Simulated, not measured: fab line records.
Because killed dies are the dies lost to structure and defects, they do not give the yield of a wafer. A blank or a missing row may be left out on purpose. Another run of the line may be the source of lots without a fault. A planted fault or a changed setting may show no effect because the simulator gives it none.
fab line records ; flow nand_harc
record lots=5; wafers=15; last_day=24
route steps=1159 shown A_CHANNEL_HOLE_D1@471 END@1159
lots with no fault: from the same line, run without faults
start_h: start of the lot's first displayed wafer, in hours after the record's first day ; wait_h: hours elapsed since this lot's preceding step ; " identical to the entry in the row above ; L1.1+2: a row that stands for several wafers ; - no value, or no start given ; * or withheld: withheld ; < > ~ a bound
route shown NAME@n: a module of which the file shows steps, and the number in the route of the first ; usual: the fault-free wafers' mean and standard deviation ; same: alike in all rows ; chamber/n: place in a boat ; sites: readings site by site ; _std_site: how widely they spread, as a standard deviation ; _edge_site: outer sites' mean less inner sites' ; radius_mm: how far each site lies from the wafer's centre ; mask NAME#n: copy n ; behind: the tool/chamber that last shaped the wafer ; hold: reason for holding the lot/hours on hold/outcome of the hold ; device: names the non-switching transistor (n, p or np) ; end of line: the tests these same wafers got at the end of their route ; a step given without rows: its recipe and nothing more ; killed: at the first sort, the dies lost to defects and structure; wafer yield is something else ; map: per-die view of a wafer (x killed, . not killed, _ where there is no die)
set.NAME: the setting that was run; set.NAME@STEP: the one run at that earlier step ; model.NAME: the simulator's own value behind a step, which no gauge read
certain route steps with their lots: each step a table, each wafer a row
services: when a tool's chamber went out of use (start_h, in hours from the record's first day, below 0 if earlier), for how many hours, and the reason
## steps
# step NHARC_A_CHANNEL_HOLE_D1_ETCH_19
# recipe bias_v=1200; source_w=2500; pressure_mtorr=15; time_s=34.5; ar_flow_sccm=375; c4f8_flow_sccm=28.8; o2_flow_sccm=96.2; temp_c=-20; target_depth_a=*; chemistry=C4F8/O2/Ar
# usual chamber_pressure_mTorr=15.001/0.014; drypump_motor_current_A=5.7/0.32; he_backside_leak_sccm=5.6/0.52; mfc_ar_sccm=374.9/1.1; showerhead_plenum_p_Torr=3.86/0.058; throttle_valve_pct=37.039/0.0089
# same time_s=34.5
lot.wafer;tool;chamber;start_h;wait_h;chamber_pressure_mTorr;drypump_motor_current_A;he_backside_leak_sccm;mfc_ar_sccm;rf_hours_counter_h;showerhead_plenum_p_Torr;throttle_valve_pct
L452.2;har_etch-02;1;174.30;0.1;15.011;5.9;5.9;374.6;94;3.93;37.038
L452.4;har_etch-02;0;174.30;0.1;15.013;5.6;4.9;375.2;-;3.93;37.022
L452.3;har_etch-02;1;174.30;0.1;14.999;5.9;5.8;373.8;-;3.93;37.027
L467.1;har_etch-02;0;284.31;2.2;14.991;5.6;5.2;375.0;142;3.90;37.042
L467.2;har_etch-02;1;284.31;2.2;14.975;5.9;5.9;375.3;142;3.90;37.039
L467.4;har_etch-02;0;284.31;2.2;15.010;5.6;4.9;375.2;-;3.90;37.043
L472.2;har_etch-01;1;289.25;1.6;15.011;6.1;5.4;376.2;248;3.84;37.037
L472.4;har_etch-01;1;289.25;1.6;15.020;6.1;5.6;375.6;-;3.84;37.043
L472.5;har_etch-01;0;289.25;1.6;15.021;5.3;5.7;374.5;-;3.76;37.038
L473.1;har_etch-01;1;304.67;0.1;14.992;6.1;5.6;376.2;253;3.84;37.051
L473.2;har_etch-01;0;304.67;0.1;14.992;5.3;5.9;374.7;253;3.75;37.042
L473.4;har_etch-01;0;304.67;0.1;15.032;5.3;6.0;375.6;-;3.75;37.026
L474.4;har_etch-02;0;306.25;0.1;15.013;5.6;5.3;374.0;-;3.90;37.036
L474.5;har_etch-02;1;306.25;0.1;15.010;5.9;6.1;373.8;-;3.89;37.034
L474.6;har_etch-02;0;306.25;0.1;14.985;5.6;5.3;375.6;-;3.90;37.037
# step NHARC_A_CHANNEL_HOLE_D1_ETCH_20
# recipe bias_v=3000; source_w=withheld; pressure_mtorr=20; time_s=361.9; ar_flow_sccm=375; c4f8_flow_sccm=89.3; o2_flow_sccm=35.7; temp_c=-20; target_depth_a=16000; chemistry=C4F8/O2/Ar
# step NHARC_A_CHANNEL_HOLE_D1_ETCH_21
# recipe bias_v=3000; source_w=withheld; pressure_mtorr=20; time_s=514.3; ar_flow_sccm=375; c4f8_flow_sccm=89.3; o2_flow_sccm=35.7; temp_c=-20; target_depth_a=16000; chemistry=C4F8/O2/Ar
# step NHARC_A_CHANNEL_HOLE_D1_ETCH_22
# recipe bias_v=3000; source_w=withheld; pressure_mtorr=20; time_s=666.7; ar_flow_sccm=375; c4f8_flow_sccm=89.3; o2_flow_sccm=35.7; temp_c=-20; target_depth_a=16000; chemistry=C4F8/O2/Ar
# step NHARC_A_CHANNEL_HOLE_D1_ETCH_23
# recipe bias_v=5000; source_w=withheld; pressure_mtorr=20; time_s=819; ar_flow_sccm=375; c4f8_flow_sccm=89.3; o2_flow_sccm=35.7; temp_c=-20; target_depth_a=16000; chemistry=C4F8/O2/Ar
# step NHARC_A_CHANNEL_HOLE_D1_ETCH_24
# recipe bias_v=5000; source_w=withheld; pressure_mtorr=20; time_s=906.2; ar_flow_sccm=375; c4f8_flow_sccm=93.8; o2_flow_sccm=31.2; temp_c=-20; target_depth_a=15000; chemistry=C4F8/O2/Ar
# usual chamber_pressure_mTorr=19.999/0.019; drypump_motor_current_A=5.7/0.32; he_backside_leak_sccm=5.6/0.36; mfc_ar_sccm=375.3/1.1; showerhead_plenum_p_Torr=3.81/0.056; throttle_valve_pct=32.236/0.0091
# same time_s=906.2
lot.wafer;tool;chamber;start_h;wait_h;chamber_pressure_mTorr;drypump_motor_current_A;he_backside_leak_sccm;mfc_ar_sccm;rf_hours_counter_h;showerhead_plenum_p_Torr;throttle_valve_pct
L452.2;har_etch-02;1;176.55;0.6;19.988;5.9;5.4;375.1;97;3.87;32.237
L452.4;har_etch-02;0;176.55;0.6;19.987;5.6;4.8;376.1;-;3.87;32.222
L452.3;har_etch-02;1;176.55;0.6;20.006;5.9;5.8;375.1;-;3.87;32.233
L467.1;har_etch-02;0;286.44;0.6;19.980;5.6;5.2;376.4;144;3.85;32.228
L467.2;har_etch-02;1;286.44;0.6;20.018;5.9;6.0;375.0;144;3.85;32.234
L467.4;har_etch-02;0;286.44;0.6;20.009;5.6;5.3;376.5;-;3.85;32.241
L472.2;har_etch-01;1;291.49;0.6;20.015;6.1;5.7;376.2;250;3.79;32.230
L472.4;har_etch-01;1;291.49;0.6;19.978;6.1;5.7;376.8;-;3.79;32.229
L472.5;har_etch-01;0;291.49;0.6;19.957;5.3;5.8;375.2;-;3.71;32.227
L473.1;har_etch-01;1;306.82;0.6;20.029;6.2;5.4;373.0;256;3.78;32.226
L473.2;har_etch-01;0;306.82;0.6;20.005;5.3;5.7;374.9;256;3.71;32.234
L473.4;har_etch-01;0;306.82;0.6;20.015;5.3;5.9;374.9;-;3.70;32.246
L474.4;har_etch-02;0;308.69;0.6;19.976;5.6;5.3;374.0;-;3.84;32.220
L474.5;har_etch-02;1;308.69;0.6;20.007;5.9;5.6;376.1;-;3.84;32.236
L474.6;har_etch-02;0;308.69;0.6;20.007;5.6;5.2;373.1;-;3.84;32.232
# step NHARC_A_CHANNEL_HOLE_D1_ETCH_25
# recipe bias_v=5000; source_w=withheld; pressure_mtorr=20; time_s=1040.2; ar_flow_sccm=375; c4f8_flow_sccm=93.8; o2_flow_sccm=31.2; temp_c=-20; target_depth_a=15000; chemistry=C4F8/O2/Ar
# usual chamber_pressure_mTorr=19.999/0.018; drypump_motor_current_A=5.7/0.33; he_backside_leak_sccm=5.6/0.57; mfc_ar_sccm=375.2/1; showerhead_plenum_p_Torr=3.81/0.056; throttle_valve_pct=32.235/0.0096
# same time_s=1040.2
lot.wafer;tool;chamber;start_h;wait_h;chamber_pressure_mTorr;drypump_motor_current_A;he_backside_leak_sccm;mfc_ar_sccm;rf_hours_counter_h;showerhead_plenum_p_Torr;throttle_valve_pct
L452.2;har_etch-02;1;177.34;0.7;20.001;5.9;5.9;375.2;97;3.87;32.219
L452.4;har_etch-02;0;177.34;0.7;20.030;5.6;5.0;376.1;-;3.87;32.250
L452.3;har_etch-02;1;177.34;0.7;20.002;5.9;6.0;376.6;-;3.87;32.230
L467.1;har_etch-02;0;287.22;0.6;20.008;5.6;5.2;375.4;145;3.85;32.236
L467.2;har_etch-02;1;287.22;0.6;20.007;5.9;6.2;375.5;145;3.85;32.234
L467.4;har_etch-02;0;287.22;0.6;20.014;5.6;5.2;375.1;-;3.85;32.251
L472.2;har_etch-01;1;292.28;0.7;19.981;6.2;5.8;374.9;251;3.79;32.222
L472.4;har_etch-01;1;292.28;0.7;20.013;6.2;5.7;373.5;-;3.79;32.233
L472.5;har_etch-01;0;292.28;0.7;20.010;5.3;5.8;375.3;-;3.71;32.239
L473.1;har_etch-01;1;307.59;0.6;19.970;6.2;5.2;376.1;256;3.78;32.216
L473.2;har_etch-01;0;307.59;0.6;19.988;5.3;5.6;373.6;256;3.70;32.222
L473.4;har_etch-01;0;307.59;0.6;20.019;5.3;6.0;375.1;-;3.70;32.246
L474.4;har_etch-02;0;309.51;0.7;19.977;5.6;5.1;374.5;-;3.84;32.248
L474.5;har_etch-02;1;309.51;0.7;19.972;5.9;6.0;375.8;-;3.84;32.237
L474.6;har_etch-02;0;309.51;0.7;19.969;5.6;5.2;374.1;-;3.84;32.250
# step NHARC_A_CHANNEL_HOLE_D1_ETCH_26
# recipe bias_v=300; source_w=2000; pressure_mtorr=30; time_s=224.1; ar_flow_sccm=375; c4f8_flow_sccm=11.4; o2_flow_sccm=113.6; temp_c=-20; target_depth_a=3000; chemistry=C4F8/O2/Ar
# usual chamber_pressure_mTorr=30.00/0.031; drypump_motor_current_A=5.7/0.32; he_backside_leak_sccm=5.6/0.6; mfc_ar_sccm=375.1/1.1; showerhead_plenum_p_Torr=3.86/0.059; throttle_valve_pct=24.585/0.0099
# same time_s=224.1
lot.wafer;tool;chamber;start_h;wait_h;chamber_pressure_mTorr;drypump_motor_current_A;he_backside_leak_sccm;mfc_ar_sccm;rf_hours_counter_h;showerhead_plenum_p_Torr;throttle_valve_pct
L452.2;har_etch-02;1;178.13;0.6;29.99;5.9;5.6;373.3;98;3.93;24.582
L452.4;har_etch-02;0;178.13;0.6;29.94;5.6;4.9;375.6;-;3.93;24.577
L452.3;har_etch-02;1;178.13;0.6;30.04;5.9;5.7;374.3;-;3.93;24.585
L467.1;har_etch-02;0;288.11;0.7;29.99;5.6;5.0;375.6;146;3.90;24.589
L467.2;har_etch-02;1;288.11;0.7;30.00;5.9;5.9;376.7;146;3.90;24.591
L467.4;har_etch-02;0;288.11;0.7;30.03;5.6;5.0;375.5;-;3.90;24.580
L472.2;har_etch-01;1;293.05;0.6;30.00;6.1;5.8;375.8;252;3.84;24.596
L472.4;har_etch-01;1;293.05;0.6;29.94;6.2;6.3;374.7;-;3.84;24.564
L472.5;har_etch-01;0;293.05;0.6;30.01;5.3;5.7;376.1;-;3.76;24.589
L473.1;har_etch-01;1;308.45;0.7;30.02;6.1;5.9;373.4;257;3.84;24.579
L473.2;har_etch-01;0;308.45;0.7;30.02;5.3;5.8;376.6;257;3.76;24.570
L473.4;har_etch-01;0;308.45;0.7;30.04;5.3;5.7;376.5;-;3.76;24.598
L474.4;har_etch-02;0;310.06;0.4;29.99;5.6;5.2;376.4;-;3.90;24.579
L474.5;har_etch-02;1;310.06;0.4;29.99;5.8;5.7;375.0;-;3.90;24.588
L474.6;har_etch-02;0;310.06;0.4;30.07;5.6;5.1;375.4;-;3.90;24.587
# step NHARC_A_CHANNEL_HOLE_D1_ETCH_33
# recipe bias_v=400; source_w=2000; pressure_mtorr=25; time_s=90; ar_flow_sccm=375; c4f8_flow_sccm=41.7; o2_flow_sccm=83.3; temp_c=-20; target_depth_a=4000; chemistry=C4F8/O2/Ar
# usual chamber_pressure_mTorr=25.003/0.022; drypump_motor_current_A=5.7/0.33; he_backside_leak_sccm=5.6/0.43; mfc_ar_sccm=375.1/1.2; showerhead_plenum_p_Torr=3.86/0.058; throttle_valve_pct=27.620/0.0089
# same time_s=90
lot.wafer;tool;chamber;start_h;wait_h;chamber_pressure_mTorr;drypump_motor_current_A;he_backside_leak_sccm;mfc_ar_sccm;rf_hours_counter_h;showerhead_plenum_p_Torr;throttle_valve_pct
L452.2;har_etch-02;1;178.32;0.2;25.017;5.9;5.9;373.4;98;3.92;27.638
L452.4;har_etch-02;0;178.32;0.2;25.004;5.6;4.9;375.0;-;3.92;27.623
L452.3;har_etch-02;1;178.32;0.2;25.002;5.9;6.1;374.9;-;3.92;27.615
L467.1;har_etch-02;0;288.31;0.2;24.991;5.6;5.2;374.1;146;3.90;27.636
L467.2;har_etch-02;1;288.31;0.2;25.008;5.9;6.2;377.5;146;3.90;27.635
L467.4;har_etch-02;0;288.31;0.2;24.990;5.6;5.2;376.4;-;3.90;27.600
L472.2;har_etch-01;1;293.24;0.2;24.979;6.2;5.8;376.4;252;3.83;27.617
L472.4;har_etch-01;1;293.24;0.2;25.014;6.2;5.7;375.4;-;3.83;27.622
L472.5;har_etch-01;0;293.24;0.2;25.002;5.3;5.5;375.6;-;3.75;27.626
L473.1;har_etch-01;1;308.65;0.2;25.038;6.1;5.7;376.4;257;3.83;27.600
L473.2;har_etch-01;0;308.65;0.2;24.985;5.3;5.7;375.9;257;3.75;27.609
L473.4;har_etch-01;0;308.65;0.2;25.019;5.3;5.9;375.5;-;3.75;27.625
L474.4;har_etch-02;0;310.25;0.2;24.991;5.6;5.2;374.1;-;3.89;27.618
L474.5;har_etch-02;1;310.25;0.2;25.005;5.9;5.9;375.3;-;3.89;27.633
L474.6;har_etch-02;0;310.25;0.2;25.010;5.6;5.2;375.3;-;3.89;27.629
# step NHARC_A_CHANNEL_HOLE_D1_STRIP_41
# recipe n2_flow_sccm=150; h2_flow_sccm=150; ar_flow_sccm=0; bias_w=0; chemistry=N2/H2
# step NHARC_A_CHANNEL_HOLE_D1_STRIP_42
# recipe cf4_flow_sccm=100; chf3_flow_sccm=30; ar_flow_sccm=0; bias_w=0; chemistry=CF4/CHF3
# step NHARC_A_CHANNEL_HOLE_D1_STRIP_43
# recipe o2_flow_sccm=400; cos_flow_sccm=20; ar_flow_sccm=0; bias_w=0; chemistry=O2/COS
# step NHARC_A_CHANNEL_HOLE_D1_ETCH_44
# recipe target_depth_a=1400; overetch_a=140; time_s=77; ion_energy_ev=100; cf4_flow_sccm=80; o2_flow_sccm=20; ar_flow_sccm=0; rf_w=300; bias_w=100; chemistry=CF4/O2
# usual chamber_pressure_mTorr=30.000/0.025; drypump_motor_current_A=5.8/0.4; mfc_ar_sccm=0.004/0.0065; oes_ar_750_au=1.001/0.0042; oes_product_au=1.001/0.015; rf_vpp_V=198.3/1.2; showerhead_plenum_p_Torr=1.35/0.046; throttle_valve_pct=13.398/0.0097
# same time_s=77
lot.wafer;tool;chamber;start_h;wait_h;chamber_pressure_mTorr;drypump_motor_current_A;mfc_ar_sccm;oes_ar_750_au;oes_product_au;rf_hours_counter_h;rf_vpp_V;showerhead_plenum_p_Torr;throttle_valve_pct
L452.3;rie_diel-08;3;179.04;0.1;29.998;5.7;0;0.996;1.013;2.6;198.1;1.35;13.411
L452.2;rie_diel-08;1;179.04;0.1;29.982;5.7;0;0.994;0.997;2.8;195.8;1.26;13.391
L452.4;rie_diel-08;2;179.04;0.1;30.007;5.7;0;1.007;0.992;2.9;197.0;1.28;13.411
L467.1;rie_diel-08;2;289.06;0.1;30.007;5.7;0;0.997;0.981;9.8;196.6;1.28;13.383
L467.4;rie_diel-08;3;289.06;0.1;29.981;5.7;0;0.998;0.998;9.0;199.0;1.34;13.397
L467.2;rie_diel-08;0;289.06;0.1;29.973;5.8;0.004;0.993;0.906;9.5;198.7;1.34;13.396
L472.4;rie_diel-10;2;293.96;0.0;30.025;6.1;0;1.004;0.975;8.4;198.0;1.34;13.413
L472.2;rie_diel-10;0;293.96;0.0;30.008;5.7;0;0.998;1.000;9.6;198.8;1.37;13.407
L472.5;rie_diel-10;2;293.96;0.0;30.022;6.1;0;1.003;0.978;-;198.8;1.34;13.395
L473.1;rie_diel-10;3;309.40;0.1;29.989;6.6;0.013;1.000;1.028;10.0;200.0;1.43;13.407
L473.2;rie_diel-10;0;309.40;0.1;30.041;5.7;0;1.000;1.000;10.9;198.6;1.37;13.408
L473.4;rie_diel-10;1;309.40;0.1;30.014;5.6;0.004;1.004;1.031;10.4;197.6;1.38;13.390
L474.4;rie_diel-10;2;310.91;0.1;30.005;6.1;0;1.000;1.000;9.7;198.6;1.34;13.384
L474.5;rie_diel-10;0;310.91;0.1;30.032;5.7;0;0.996;1.007;-;199.9;1.37;13.411
L474.6;rie_diel-10;1;310.91;0.1;30.006;5.6;0.004;1.001;1.015;-;198.9;1.38;13.389
# step NHARC_A_CHANNEL_HOLE_D1_STRIP_27
# recipe o2_flow_sccm=500; ar_flow_sccm=0; bias_w=0; chemistry=O2
# step NHARC_END_SORT_01
# recipe temp_c=25
# usual killed_at_array=29/10; killed_at_other=0.7/1.1; killed_at_periphery=3.3/2.4; killed_dies=33/11; killed_open=3.3/2; killed_short=1.9/1.3
# same gross_dies=677
lot.wafer;tool;chamber;start_h;wait_h;killed_at_array;killed_at_other;killed_at_periphery;killed_dies;killed_open;killed_short
L467.2;prober-01;0;558.55;2.8;393;1;5;399;6;4
L474.4;prober-02;0;583.43;3.3;30;0;3;33;2;2
L474.5;prober-02;0;584.21;3.6;30;0;2;32;4;1
L474.6;prober-02;0;584.99;3.9;32;0;2;34;0;1
# killed by level:class
L467.2 A_CHANNEL_HOLE_D1:area_etch=375 A_CHANNEL_HOLE_D1:chamber_film_flake=4 P_M2:chamber_film_flake=3 A_CONTACT:chamber_film_flake=3 A_WL_FILL:geometric_particle:short=2 A_SGD_CUT:chamber_film_flake=2 P_M0:geometric_particle:open=1 P_M1:geometric_particle:open=1
L474.4 A_SLIT:chamber_film_flake=18 A_CHANNEL_HOLE_D1:chamber_film_flake=3 A_CONTACT:chamber_film_flake=3 A_WL_FILL:chamber_film_flake=2 P_CONTACT:geometric_particle:short=1 A_SOURCE_PLATE:geometric_particle:short=1 A_ONON_D1:geometric_particle:open=1 A_M1:geometric_particle:open=1
L474.5 A_SLIT:chamber_film_flake=14 A_CHANNEL_HOLE_D1:chamber_film_flake=5 A_CONTACT:geometric_particle:open=3 P_ZERO_WELL:chamber_film_flake=2 A_STAIRCASE:chamber_film_flake=2 A_WL_FILL:chamber_film_flake=2 A_CONTACT:chamber_film_flake=2 A_M0:geometric_particle:short=1
L474.6 A_SLIT:chamber_film_flake=20 A_STAIRCASE:chamber_film_flake=4 A_CHANNEL_HOLE_D1:chamber_film_flake=3 P_ZERO_WELL:chamber_film_flake=2 A_CHANNEL_FILL_D1:chamber_film_flake=2 A_CHANNEL_FILL_D1:geometric_particle:short=1 A_WL_FILL:chamber_film_flake=1 A_CONTACT:chamber_film_flake=1
# map L467.2 (x killed, . not)
____________x____________
_________xx..xx._________
_______xx.xxxx...x_______
______xx.x.x.x.xx.x______
_____xxx.xx..xx.xxxx_____
____x.xxxxx.x.xxxx.xx____
____xxx.xxxxx.x.xxxx.____
___xxxxxxxx....xx..xxx___
___xxxxxxxxx.xxx.xx.xx___
__xxxx.x.xx.....x.x...x__
__x.x.x.xx..xxxx.x.xxx.__
_x.x.xxxx..xx.x..xxxxx.x_
_..x.xxx.xxx...x....xxxx_
_xxx.xxxxx..xx..xx.xxx.x_
_xxx.x.x..x......x...x.._
_xx.....xxxx.xx..x...xxx_
xxxxxx.xx......xxxx.x.xxx
.xxxxxx.........xxx.x.xx.
xxxxx.xxx...x....xx...x.x
xx.xxxx...xxx..x...x..x.x
xxxxx..x..x.xx...x..xx..x
_x.xxxx.xx..x...x.....xx_
_xxxx.xxxxxx.x..x..xx..x_
_x.xx.xxxx..xxx..xxxxxxx_
_.xxx..x..x.x.xxxx.xx..._
_x.x.xxx.xxx....xx...xx._
__xxx.x.xxx.x...x.x.x.x__
__.x.x.x.x..........x.x__
___xxxxx.x....x.....x.___
___.xx.x..xxxxxx.x..xx___
____xxx.x.xxx.xx....x____
____x.x.x.xxxx.x.xxx.____
_____xxxxxxxxx..x.xx_____
______x.xx....x.xxx______
_______.xxxxxxx..x_______
_________xxxxxx._________
____________x____________
# map L452.3 (x killed, . not)
____________.____________
_________......._________
_______...x......x_______
______.............______
_____..x............_____
____.................____
____..........x......____
___...................___
___...................___
__.....................__
__.................x...__
_......................._
_..........x............_
_..............x........_
_......................._
_..............xx......._
...........x.....x.......
............x.xx.........
..................x......
..............x..........
........x........x..x....
_.........xx..x....x...._
_.....................x._
_...x..................._
_..x.......x............_
_.......x..............._
__.....................__
__...................x.__
___...................___
___...................___
____...........x.....____
____.................____
_____..............._____
______.............______
_______..........._______
_________......._________
____________.____________
## services
tool;chamber;start_h;hours;kind
rie_diel-10;0;155.67;-;clean
rie_diel-10;1;155.67;-;clean
rie_diel-10;2;155.67;-;clean
rie_diel-10;3;155.67;-;clean
rie_diel-10;-;176.71;9.0;pm
rie_diel-10;0;176.71;9.0;vent_cycle
rie_diel-10;1;176.71;9.0;vent_cycle
rie_diel-10;2;176.71;9.0;vent_cycle
rie_diel-10;3;176.71;9.0;vent_cycle
rie_diel-08;0;180.76;1.9;repair
rie_diel-10;0;185.71;-;clean
rie_diel-10;1;185.71;-;clean
rie_diel-10;2;185.71;-;clean
rie_diel-10;3;185.71;-;clean
rie_diel-10;0;210.21;-;clean
rie_diel-10;1;210.21;-;clean
rie_diel-08;0;240.09;7.6;repair
rie_diel-10;2;267.66;2.8;repair
rie_diel-10;3;280.74;2.1;repair
rie_diel-08;1;285.38;1.6;repair
rie_diel-08;-;301.80;9.0;pm
har_etch-01;-;308.84;17.0;pm
har_etch-01;0;308.84;17.0;vent_cycle
har_etch-01;1;308.84;17.0;vent_cycle
## key
first_sign step=NHARC_A_CHANNEL_HOLE_D1_ETCH_44; reading=oes_product_au; direction=down; sigmas=6.4; usual=1.001; struck=0.906
effect step=NHARC_END_SORT_01; reading=killed_at_array; direction=up; sigmas=36; usual=29; struck=393
more_kills_born_at NHARC_A_CHANNEL_HOLE_D1_ETCH_44@rie_diel-08=375
met_at NHARC_A_CHANNEL_HOLE_D1_ETCH_44
struck_wafers L467.2
later_rows_left_out L467.2
tester_left_out L467
fault kind=process_parameter_drift; tool=rie_diel-08; chamber=0; onset_h=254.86; steps=NHARC_A_CHANNEL_HOLE_D1_ETCH_44; channel=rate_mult; offset=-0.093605; shape=step; end_h=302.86
# tester_left_out: of these lots the tester's yield and bins aren't shown, on N5 and GAA mostly nor the transistor test; their killed dies are dies lost to structure and defects alone, not to doping, threshold or leakage, so they don't give the yield
# later_rows_left_out: the simulator's readings of these wafers behind a module that went badly wrong aren't trusted and aren't shown, but for the sort
